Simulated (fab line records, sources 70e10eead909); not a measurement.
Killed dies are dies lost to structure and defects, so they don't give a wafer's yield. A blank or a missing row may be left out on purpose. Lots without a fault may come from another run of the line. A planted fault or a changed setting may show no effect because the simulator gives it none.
Chamber matching | flow nand_harc | NHARC_A_CHANNEL_FILL_D1_ALD_16 on ald_hk-02: 4 sister chambers
The step deposits SiO2, target thk 1.5 nm, pulse time 10 s, ald cycles 15. 8 wafers are shown with their chamber, then 10 later ones without.

WAFERS WITH THEIR CHAMBER
wafer  | chamber | heater_power_w (W) | precursor_pulse_height_rel
L824.3 | 3       | 488                | 1.003
L827.4 | 3       | 490                | 0.986
L830.1 | 0       | 398                | 0.937
L830.5 | 1       | 483                | 1.002
L829.3 | 0       | 397                | 0.996
L829.5 | 2       | 537                | 1.018
L831.1 | 1       | 496                | 0.972
L831.3 | 2       | 535                | 1.002

WAFERS WITHOUT THEIR CHAMBER
wafer  | heater_power_w (W) | precursor_pulse_height_rel
L831.5 | 478                | 0.994
L834.1 | 492                | 1.003
L834.2 | 489                | 1.006
L834.4 | 539                | 1.022
L841.1 | 459                | 0.988
L841.3 | 475                | 0.984
L841.4 | 499                | 0.974
L840.1 | 399                | 1.016
L840.3 | 450                | 0.987
L840.6 | 477                | 0.994

WHICH CHAMBER EACH WENT THROUGH
wafer  | from the rows above     | in truth
L831.5 | can't be placed: 3 or 1 | 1
L834.1 | can't be placed: 3 or 1 | 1
L834.2 | can't be placed: 3 or 1 | 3
L834.4 | 2                       | 2
L841.1 | can't be placed: 3 or 1 | 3
L841.3 | can't be placed: 3 or 1 | 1
L841.4 | can't be placed: 1 or 3 | 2
L840.1 | 0                       | 0
L840.3 | can't be placed: 3 or 1 | 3
L840.6 | can't be placed: 3 or 1 | 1
Placed correctly: 2 of 10. Can't be placed from these rows: 8 (the true chamber is among the candidates in 7). Placed wrongly: 0.
How it was worked out, from the rows above alone: a wafer's distance from a chamber is the root of the sum, over the readings, of the square of ((its reading less the chamber's mean) divided by the reading's scatter). The wafer belongs to the nearest chamber; if the next one is less than 2 further off, it can't be placed. A chamber's mean is the mean of its shown wafers. The scatter: the root of (the sum of the squares of (reading less its chamber's mean) over the shown wafers, divided by (wafers less chambers)).
